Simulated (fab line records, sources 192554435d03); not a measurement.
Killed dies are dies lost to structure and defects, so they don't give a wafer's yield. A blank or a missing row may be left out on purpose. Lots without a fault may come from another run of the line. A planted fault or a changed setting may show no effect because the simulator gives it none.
fab line records | flow n5_finfet
record lots=10 wafers=30 last_day=16
route steps=1938 shown FIN_CUT@177 STI_FIN_REVEAL@189 BEOL_M4@1111 PASSIVATION@1936
lots that met no fault: from a run of the same line without faults
start_h: hours from the record's first day to the start of the lot's first wafer shown | wait_h: hours since the lot's step before | " the same as in the row above | L1.1+2: a row that stands for several wafers | - no value, or no start given | * or withheld: withheld | < > ~ a bound
route shown NAME@n: a module of which the file shows steps, and the number in the route of the first | usual: mean/standard deviation of fault-free wafers | same: alike in all rows | chamber/n: place in a boat | sites: the reading at each site | _std_site: their standard deviation | _edge_site: outer sites' mean less inner sites' | radius_mm: how far each site lies from the wafer's centre | mask NAME#n: copy n | behind: the tool/chamber that last shaped the wafer | hold: why the lot was held/for how many hours/how that ended | device: the transistor (n, p or np) that didn't switch | end of line: the same wafers' tests at the end of the route | a step without rows: its recipe alone | killed: dies lost to structure and defects at the first sort, not the wafer's yield | map: a wafer's dies, x killed, . not, _ none there
set.NAME: the setting as run; set.NAME@STEP: as run at that earlier step | model.NAME: the simulator's own value behind a step, which no gauge read
steps of the route over a sample of lots; a table a step, a row a wafer
services: from which hour (start_h, from the record's first day; less than 0 if before it) a tool's chamber was out of use, for how many hours, and why
## steps
# step N5_FIN_CUT_CUT_ETCH_28
# recipe chemistry=HBr/Cl2/O2 target=Si target_depth_a=60 mask_material=SOC time_s=2.4 ion_energy_ev=* bias_w=* pressure_mtorr=10 icp_w=800 HBr_flow_sccm=150 Cl2_flow_sccm=80 O2_flow_sccm=12
# usual drypump_motor_current_A=5.7/0.37 mfc_cl2_sccm=80.01/0.23 oes_product_au=1.001/0.015 throttle_valve_pct=37.0/0.35
# columns lot.wafer tool chamber start_h wait_h drypump_motor_current_A mfc_cl2_sccm oes_product_au rf_hours_counter_h throttle_valve_pct
L289.1 rie_si-03 0 29.17 0.0 6.0 79.89 0.967 151 36.8
L289.2 " 3 " " 6.0 79.69 1.005 60 37.1
L289.3 " 1 " " 5.8 80.02 1.007 140 37.1
L290.2 rie_si-05 1 34.49 0.0 5.1 80.45 1.003 27 37.7
L290.5 " 3 " " 5.5 80.03 0.987 - 37.5
L290.6 " 2 " " 5.4 79.76 0.983 - 36.6
L292.3 rie_si-03 1 45.55 0.0 5.8 79.68 1.004 141 37.1
L292.5 " 2 " " 6.0 80.32 1.025 - 37.1
L292.6 " 1 " " 5.8 79.99 1.014 - 37.1
L294.1 rie_si-03 3 59.77 0.0 6.0 79.86 1.011 60 37.1
L294.3 " 1 " " 5.8 80.25 1.016 141 37.1
L294.4 " 0 " " 6.0 79.85 0.971 151 36.8
L295.2 rie_si-03 3 64.65 0.0 6.0 80.35 1.001 60 37.1
L295.4 " 0 " " 6.0 80.24 0.976 151 36.8
L295.6 " 0 " " 6.0 79.97 0.980 - 36.8
L296.2 rie_si-03 1 70.94 0.0 5.8 80.13 1.014 141 37.0
L296.5 " 2 " " 6.0 80.19 1.016 - 37.1
L296.6 " 1 " " 5.8 80.02 1.010 - 37.1
L301.1 rie_si-03 2 100.04 0.0 6.0 79.89 1.018 2 37.1
L301.2 " 1 " " 5.8 80.12 1.010 142 37.1
L301.4 " 0 " " 6.0 79.91 0.968 152 36.8
L302.1 rie_si-01 1 106.64 0.0 5.5 79.98 1.007 156 37.2
L302.3 " 3 " " 4.9 79.83 1.007 58 37.4
L302.6 " 2 " " 5.3 79.87 1.003 - 36.4
L303.1 rie_si-01 2 116.03 0.0 5.3 79.96 0.999 186 36.4
L303.2 " 0 " " 5.7 79.76 0.994 135 37.3
L303.4 " 1 " " 5.6 80.24 1.016 156 37.2
L307.2 rie_si-01 2 138.75 0.0 5.3 80.40 0.993 186 36.4
L307.3 " 0 " " 5.8 80.01 1.009 135 37.3
L307.4 " 1 " " 5.5 80.43 1.016 156 37.2
# step N5_FIN_CUT_INSPECT_17
# recipe inspect_instrument=brightfield mode=aei
# usual raw_defect_count=235/78
# columns lot.wafer tool chamber start_h wait_h raw_defect_count
L289.1 defect_inspect-02 - 29.40 0.0 271
L289.2 " - " " 150
L289.3 " - " " 183
L290.2 defect_inspect-02 - 34.73 0.0 122
L290.5 " - " " 174
L290.6 " - " " 100
L292.3 defect_inspect-02 - 45.78 0.0 347
L292.5 " - " " 276
L292.6 " - " " 318
L294.1 defect_inspect-01 - 60.00 0.0 295
L294.3 " - " " 213
L294.4 " - " " 214
L295.2 defect_inspect-02 - 64.88 0.0 213
L295.4 " - " " 197
L295.6 " - " " 207
L296.2 defect_inspect-02 - 71.17 0.0 260
L296.5 " - " " 218
L296.6 " - " " 329
L301.1 defect_inspect-02 - 100.29 0.0 265
L301.2 " - " " 378
L301.4 " - " " 196
L302.1 defect_inspect-01 - 106.90 0.0 221
L302.3 " - " " 226
L302.6 " - " " 245
L303.1 defect_inspect-01 - 116.27 0.0 186
L303.2 " - " " 196
L303.4 " - " " 206
L307.2 defect_inspect-01 - 138.99 0.0 203
L307.3 " - " " 171
L307.4 " - " " 238
# step N5_STI_FIN_REVEAL_DENSIFY_30
# recipe temp_c=* time_s=* ambient=N2 idle_temp_c=600 ramp_up_c_per_s=150 ramp_down_c_per_s=60 cool_to_c=600
# usual lamp_power_pct=11.54/0.053 wafer_temp_C_max=*
# columns lot.wafer tool chamber start_h wait_h lamp_power_pct wafer_temp_C_max
L289.1 rtp_anneal-01 0 34.94 0.0 11.66 *
L289.2 " 0 " " 11.58 *
L289.3 " 0 " " 11.55 *
L290.2 rtp_anneal-02 0 40.42 0.3 11.53 *
L290.5 " 0 " " 11.50 *
L290.6 " 0 " " 11.51 *
L292.3 rtp_anneal-02 0 51.84 0.3 11.52 *
L292.5 " 0 " " 11.52 *
L292.6 " 0 " " 11.55 *
L294.1 rtp_anneal-01 0 65.44 0.0 11.58 *
L294.3 " 0 " " 11.42 *
L294.4 " 0 " " 11.49 *
L295.2 rtp_anneal-02 0 70.36 0.1 11.53 *
L295.4 " 0 " " 11.54 *
L295.6 " 0 " " 11.53 *
L296.2 rtp_anneal-01 0 77.14 0.1 11.46 *
L296.5 " 0 " " 11.61 *
L296.6 " 0 " " 11.49 *
L301.1 rtp_anneal-01 0 105.75 0.0 11.47 *
L301.2 " 0 " " 11.57 *
L301.4 " 0 " " 11.52 *
L302.1 rtp_anneal-02 0 112.37 0.0 11.54 *
L302.3 " 0 " " 11.54 *
L302.6 " 0 " " 11.59 *
L303.1 rtp_anneal-02 0 121.78 0.0 11.46 *
L303.2 " 0 " " 11.51 *
L303.4 " 0 " " 11.47 *
L307.2 rtp_anneal-02 0 144.50 0.1 11.51 *
L307.3 " 0 " " 11.52 *
L307.4 " 0 " " 11.55 *
# step N5_STI_FIN_REVEAL_STRIP_16
# recipe chemistry=H3PO4 material=SiNx temp_c=165 target_depth_a=238 overetch_fraction=0.4964 dry=ipa_marangoni
# columns lot.wafer tool chamber start_h wait_h
L289.1+2+3 wet_bench-06 0,7,5 37.02 1.1
L290.2+5+6 wet_bench-03 4,0,3 42.58 1.1
L292.3+5+6 wet_bench-06 7,0,6 53.86 0.6
L294.1+3+4 wet_bench-03 6,3,0 67.52 1.1
L295.2+4+6 wet_bench-03 2,5,4 73.21 1.1
L296.2+5+6 wet_bench-05 4,7,0 79.19 1.1
L301.1+2+4 wet_bench-06 5,2,7 107.87 1.1
L302.1+3+6 wet_bench-06 0,5,4 114.47 1.1
L303.1+2+4 wet_bench-06 5,4,7 123.86 1.1
L307.2+3+4 wet_bench-06 5,1,6 146.57 1.1
# step N5_STI_FIN_REVEAL_INSPECT_13
# recipe inspect_instrument=darkfield mode=post_clean
# usual raw_defect_count=12/5.2
# columns lot.wafer tool chamber start_h wait_h raw_defect_count
L289.1 defect_inspect-01 - 38.18 0.0 7
L289.2 " - " " 14
L289.3 " - " " 9
L290.2 defect_inspect-01 - 43.76 0.0 11
L290.5 " - " " 18
L290.6 " - " " 14
L292.3 defect_inspect-01 - 55.03 0.0 17
L292.5 " - " " 15
L292.6 " - " " 9
L294.1 defect_inspect-01 - 68.69 0.0 4
L294.3 " - " " 7
L294.4 " - " " 10
L295.2 defect_inspect-02 - 74.38 0.0 2
L295.4 " - " " 21
L295.6 " - " " 20
L296.2 defect_inspect-01 - 80.39 0.0 7
L296.5 " - " " 13
L296.6 " - " " 15
L301.1 defect_inspect-01 - 109.12 0.0 15
L301.2 " - " " 11
L301.4 " - " " 8
L302.1 defect_inspect-01 - 116.03 0.0 14
L302.3 " - " " 7
L302.6 " - " " 24
L303.1 defect_inspect-01 - 125.07 0.0 403
L303.2 " - " " 401
L303.4 " - " " 418
L307.2 defect_inspect-01 - 148.10 0.0 385
L307.3 " - " " 389
L307.4 " - " " 423
# step N5_BEOL_M4_RC_MEAS_101
# usual DIBL_N=36.0/1.7 DIBL_P=35.8/2 IOFF_N=0.15/0.03 IOFF_P=0.20/0.037 ION_N=670/12 ION_P=460/7.2 SS_N=71.5/0.68 SS_P=73.2/0.65 VT_N=250/3.1 VT_P=-251/3.4
# columns lot.wafer tool chamber start_h wait_h DIBL_N[mV/V] DIBL_P[mV/V] IOFF_N[nA/um] IOFF_P[nA/um] ION_N[uA/um] ION_P[uA/um] SS_N[mV/dec] SS_P[mV/dec] VT_N[mV] VT_P[mV]
L290.2 prober-01 0 175.62 0.2 36.4 35.4 0.16 0.20 664 456 71.6 73.0 250 -251
L290.5 " 0 " " 34.2 31.6 0.11 0.16 655 455 70.5 72.0 256 -256
L290.6 " 0 " " 34.7 32.5 0.13 0.16 662 454 71.2 72.5 253 -257
L292.3 prober-02 0 177.73 0.3 38.8 39.1 0.20 0.28 671 463 72.0 74.1 246 -244
L292.5 " 0 " " 37.2 37.0 0.16 0.22 664 459 71.6 72.7 249 -247
L292.6 " 0 " " 36.9 35.8 0.14 0.21 667 460 72.1 73.2 250 -250
L289.1 prober-01 0 178.10 0.0 36.0 37.1 0.17 0.24 684 471 71.4 73.4 249 -247
L289.2 " 0 " " 37.1 37.0 0.18 0.23 682 464 71.3 73.3 248 -248
L289.3 " 0 " " 36.7 36.6 0.18 0.23 669 467 71.6 73.3 249 -247
L295.2 prober-01 0 200.75 0.2 36.3 37.4 0.15 0.21 654 448 70.6 73.9 248 -252
L295.4 " 0 " " 34.4 36.1 0.13 0.18 663 460 71.2 73.1 252 -251
L295.6 " 0 " " 39.2 40.2 0.20 0.27 669 455 73.0 74.0 246 -251
L294.1 prober-02 0 200.82 0.0 33.1 33.7 0.12 0.15 662 454 71.1 73.2 252 -255
L294.3 " 0 " " 35.5 36.5 0.16 0.18 666 449 71.8 73.2 248 -254
L294.4 " 0 " " 34.2 35.5 0.14 0.18 682 469 71.3 72.5 251 -255
L296.2 prober-01 0 209.11 0.2 35.7 36.3 0.16 0.19 681 459 71.7 72.8 247 -252
L296.5 " 0 " " 35.9 36.5 0.15 0.20 674 467 72.2 74.3 252 -252
L296.6 " 0 " " 37.4 38.2 0.19 0.23 689 471 73.0 73.7 248 -251
L301.1 prober-02 0 237.96 0.0 34.8 35.7 0.13 0.19 672 462 71.4 73.5 251 -250
L301.2 " 0 " " 37.0 37.5 0.16 0.21 676 459 72.0 73.7 249 -248
L301.4 " 0 " " 32.8 32.3 0.10 0.14 658 451 71.4 71.9 255 -255
L302.1 prober-01 0 255.01 0.0 36.2 35.7 0.14 0.19 658 453 71.2 72.7 252 -252
L302.3 " 0 " " 35.2 35.6 0.14 0.20 684 470 71.1 73.4 250 -250
L302.6 " 0 " " 35.0 34.7 0.12 0.18 655 460 70.1 72.7 254 -251
L303.1 prober-02 0 261.88 0.0 34.5 34.6 0.12 0.16 667 455 71.1 72.6 252 -255
L303.2 " 0 " " 37.2 37.2 0.16 0.19 676 457 71.5 72.8 250 -254
L303.4 " 0 " " 37.5 38.0 0.16 0.20 672 460 72.1 73.8 252 -253
L307.2 prober-01 0 274.55 0.2 37.5 38.7 0.19 0.21 678 456 72.3 73.8 251 -252
L307.3 " 0 " " 34.2 34.3 0.12 0.15 670 455 71.8 73.0 255 -259
L307.4 " 0 " " 33.3 33.9 0.11 0.14 655 443 71.4 72.8 255 -259
# step N5_PASSIVATION_PROBE_49
# usual defect_limited_yield=91.4/1.5 killed_at_M0_to_M3=32/9.8 killed_at_M4_up=15/5.6 killed_at_contacts=12/5.4 killed_at_front_end=40/13 killed_at_other=3.0/2.1 killed_dies=102/17 killed_on_rim=14/4.4 killed_open=67/13 killed_short=32/7.1 sort_bin_5_function=5.1/0.96 sort_bin_6_memory=3.2/0.7 sort_n_pass=1078/18 sort_yield_pct=91.3/1.5
# same gross_dies=1180 killed_at_back_side=0 sort_bin_4_leakage[%]=0 sort_bin_8_speed[%]=0
# columns lot.wafer tool chamber start_h wait_h defect_limited_yield[%] killed_at_M0_to_M3 killed_at_M4_up killed_at_contacts killed_at_front_end killed_at_other killed_dies killed_on_rim killed_open killed_short sort_bin_5_function[%] sort_bin_6_memory[%] sort_n_pass sort_yield_pct[%]
L301.1 prober-01 - 352.48 0.0 91.3 27 7 11 55 3 103 19 64 36 5.1 3.3 1077 91.3
L307.2 prober-01 - 370.30 0.1 81.8 24 9 10 166 6 215 17 56 47 11.9 4.7 965 81.8
L307.3 prober-01 - 370.35 0.1 82.3 39 6 18 142 4 209 21 67 26 11.1 4.7 971 82.3
L307.4 prober-01 - 370.40 0.2 83.6 27 15 7 139 6 194 24 58 25 10.7 3.1 986 83.6
L303.1 prober-01 - 375.71 0.0 81.9 36 11 6 159 2 214 18 56 37 12.1 4.2 966 81.9
L303.2 prober-01 - 375.76 0.1 82.3 36 13 6 154 0 209 10 60 36 12.5 4.0 971 82.3
L303.4 prober-01 - 375.86 0.2 84.8 25 14 3 133 4 179 22 51 22 10.1 3.7 1001 84.8
# killed by level:class
L301.1 FIN_SAQP:geometric_particle:open=16 STI_FIN_REVEAL:geometric_particle:open=11 FIN_SAQP:geometric_particle:short=8 MOL_CONTACT_COAG:geometric_particle:open=8 DUMMY_GATE:geometric_particle:open=8 BEOL_M0_SAQP:geometric_particle:short=6 BEOL_M0_SAQP:geometric_particle:open=4 BEOL_M2:geometric_particle:open=4
L307.2 STI_FIN_REVEAL:unspecified=111 FIN_SAQP:geometric_particle:short=17 FIN_SAQP:geometric_particle:open=15 BEOL_M1:geometric_particle:open=11 MOL_CONTACT_COAG:geometric_particle:open=7 STI_FIN_REVEAL:geometric_particle:open=5 STARTING-WAFER:geometric_particle:short=4 GATE_CUT:geometric_particle:short=3
L307.3 STI_FIN_REVEAL:unspecified=111 MOL_CONTACT_COAG:geometric_particle:open=18 BEOL_M2:geometric_particle:open=16 BEOL_M3:geometric_particle:open=6 STI_FIN_REVEAL:geometric_particle:open=5 FIN_SAQP:geometric_particle:open=4 FIN_SAQP:geometric_particle:short=4 BEOL_M1:geometric_particle:open=4
L307.4 STI_FIN_REVEAL:unspecified=102 STI_FIN_REVEAL:geometric_particle:open=8 BEOL_M0_SAQP:geometric_particle:open=7 BEOL_M2:geometric_particle:open=7 MOL_CONTACT_COAG:geometric_particle:open=6 BEOL_M0_SAQP:geometric_particle:short=5 DUMMY_GATE:geometric_particle:open=5 HKMG_FIN:area_etch=5
L303.1 STI_FIN_REVEAL:unspecified=121 BEOL_M0_SAQP:geometric_particle:short=10 BEOL_M0_SAQP:geometric_particle:open=8 DUMMY_GATE:geometric_particle:open=7 FIN_SAQP:geometric_particle:short=5 GATE_CUT:geometric_particle:short=5 BEOL_M3:geometric_particle:open=5 STARTING-WAFER:geometric_particle:open=4
L303.2 STI_FIN_REVEAL:unspecified=110 BEOL_M3:geometric_particle:open=12 FIN_SAQP:geometric_particle:short=8 FIN_SAQP:geometric_particle:open=7 BEOL_M0_SAQP:geometric_particle:open=7 MOL_CONTACT_COAG:geometric_particle:open=6 BEOL_M0_SAQP:geometric_particle:short=6 STI_FIN_REVEAL:geometric_particle:open=5
L303.4 STI_FIN_REVEAL:unspecified=100 DUMMY_GATE:geometric_particle:open=9 BEOL_M1:geometric_particle:open=8 BEOL_M0_SAQP:geometric_particle:open=6 FIN_SAQP:geometric_particle:short=5 BEOL_M3:geometric_particle:open=5 GATE_CUT:geometric_particle:short=4 BEOL_M4:geometric_particle:open=4
## services
# columns tool chamber start_h hours kind
rtp_anneal-01 - 55.40 5.4 pm
rie_si-01 - 69.17 2.8 pm
rie_si-01 1 74.25 6.1 repair
rie_si-05 - 84.15 14.6 pm
wet_bench-05 - 88.34 1.1 repair
rie_si-05 - 110.17 2.8 pm
rie_si-03 - 116.19 2.8 pm
rie_si-01 - 135.58 0.1 repair
## key
first_sign step=N5_STI_FIN_REVEAL_INSPECT_13 reading=raw_defect_count direction=up sigmas=75 usual=12 struck=403
effect step=N5_PASSIVATION_PROBE_49 reading=killed_at_front_end direction=up sigmas=8.7 usual=40 struck=149
more_kills_born_at N5_STI_FIN_REVEAL_STRIP_16@wet_bench-06=655
met_at N5_STI_FIN_REVEAL_STRIP_16
struck_lots L303,L307
not_acting_at N5_FIN_CUT_CUT_ETCH_28,N5_FIN_CUT_INSPECT_17,N5_STI_FIN_REVEAL_DENSIFY_30
onset_between 114.47 123.86
also_fits time
fault kind=chamber_particle_source tool=wet_bench-06 chamber=- onset_h=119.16 steps=N5_STI_FIN_REVEAL_STRIP_16 rate_per_visit_cm2=0.60847 end_h=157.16
